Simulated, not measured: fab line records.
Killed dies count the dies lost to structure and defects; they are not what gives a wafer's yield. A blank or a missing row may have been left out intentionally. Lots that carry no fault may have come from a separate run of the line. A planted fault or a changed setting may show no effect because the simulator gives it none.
A lot that was struck, set against a sound lot    flow n5 finfet    25 steps out of a route of 1938
Sound: these wafers, L261.4, L261.5, L261.6. Struck: wafers L266.2, L266.4, L266.5. Last of all comes the cause.
Each step with rows lists, per side, the tool, then ch with its chambers, then its first start. Under that, the readings that differ: sound wafers    struck wafers    difference of the means    sigmas: that difference in standard deviations of wafers without a fault.
alike: readings with means less than 2 such deviations apart, plus words and numbers identical on both sides. not compared: withheld readings, readings lacking a value on some wafer, bounds such as >300 that could conceal the same value, and numbers that have no deviation in the record and whose values overlap.
A row with sigmas, a row that says differs or no value, or rows on one side alone: a step with any of these is where the two part. Non-overlapping numbers with no deviation appear without sigmas and do not part them. A reading that every wafer of one side lacks parts them only if that side has two wafers or more.

first, 12 steps without rows for these wafers: N5_SD_EPI_P_ETCH_36 (etches SiARC in CF4, target depth 45.5 nm, time 75.8 s); N5_SD_EPI_P_ETCH_37 (etches SOC in N2/H2, overetch 108 nm, time 486 s); N5_SD_EPI_P_STRIP_38 (strips in N2/H2); N5_SD_EPI_P_ETCHBACK_46 (etches SiNx in CH3F/O2, stops on SiO2, target depth 17.5 nm); N5_SD_EPI_P_ETCH_47 (etches SiOCN in CH3F/O2, target depth 25 nm); N5_SD_EPI_P_ETCH_16 (etches SiO2 in CHF3/O2, target depth 5 nm); N5_SD_EPI_P_STRIP_50 (strips in CHF3/O2); N5_SD_EPI_P_SD_RECESS_17 (chemistry HBr/Cl2/O2, target depth 39.1 nm, bt time 3 s); N5_SD_EPI_P_WET_ETCH_45 (etches SiO2 in dHF, time 10.7 s, target depth 2 nm, rinse time 30 s); N5_SD_EPI_P_STRIP_40 (strips in N2/H2); N5_SD_EPI_P_PRECLEAN_52 (cleans in O3/DIW, time 60 s); N5_SD_EPI_P_SRD_20 (time 30 s).
N5_SD_EPI_P_PRECLEAN_51: cleans in NF3:NH3, afs cycles 1, time 20 s, sublimation time 60 s.
  sound on epi rpcvd-03 ch 0, day 4 19:10; struck on epi rpcvd-03 ch 0, day 5 21:48
  alike: susceptor temp C
then, 8 steps without rows for these wafers: N5_SD_EPI_P_VAPOR_ETCH_44 (etches SiGe30 in NF3/Ar, time 3.3 s); N5_SD_EPI_P_EPI_21 (deposits SiGe:B, time 355 s); N5_SD_EPI_P_HM_STRIP_48 (strips SiNx in H3PO4, material SiNx, target depth 3 nm); N5_SD_EPI_P_SRD_49 (time 30 s); N5_SD_EPI_P_PRECLEAN_24 (cleans in O3/DIW, time 45 s); N5_SD_EPI_P_PRECLEAN_32 (cleans in dHF, time 10 s); N5_SD_EPI_P_PRECLEAN_33 (cleans in SC2, time 45 s); N5_SD_EPI_P_SRD_25 (time 30 s).
N5_SD_EPI_P_INSPECT_26: inspects for defects (darkfield).
  struck on defect inspect-01, day 6 02:28; sound on defect inspect-02, day 4 23:43
reading           sound        struck          difference  sigmas
raw defect count  178 164 164  1369 1354 1363  +1193       +37
then, 1 step without rows for these wafers: N5_SD_ACTIVATION_RTA_00 (time 0 s).
-- the record jumps here: 5 days lie between the struck wafers' starts before and after (it left off in module SD_ACTIVATION and takes up again in module BEOL_M4, whose first step shown is number 1111 of the route) --
N5_BEOL_M4_RC_MEAS_101:
  sound on prober-01 ch 0, day 8 23:05; struck on prober-02 ch 0, day 10 14:51
  alike: DIBL_N, DIBL_P, IOFF_N, IOFF_P, ION_N, ION_P, SS_N, SS_P, VT_N, VT_P
-- record jumps: 4 days separate the struck wafers' starts on either side; left off in module BEOL_M4, taken up again in module PASSIVATION, whose first shown step is the route's number 1936 --
N5_PASSIVATION_PROBE_49:
  rows exist in the record for the struck wafers here (prober-02, day 14 15:10), but not for the sound ones

== WHERE THEY PART ==
First at N5_SD_EPI_P_INSPECT_26; last, within this record, at N5_PASSIVATION_PROBE_49.

WHY: whatever the simulator had introduced
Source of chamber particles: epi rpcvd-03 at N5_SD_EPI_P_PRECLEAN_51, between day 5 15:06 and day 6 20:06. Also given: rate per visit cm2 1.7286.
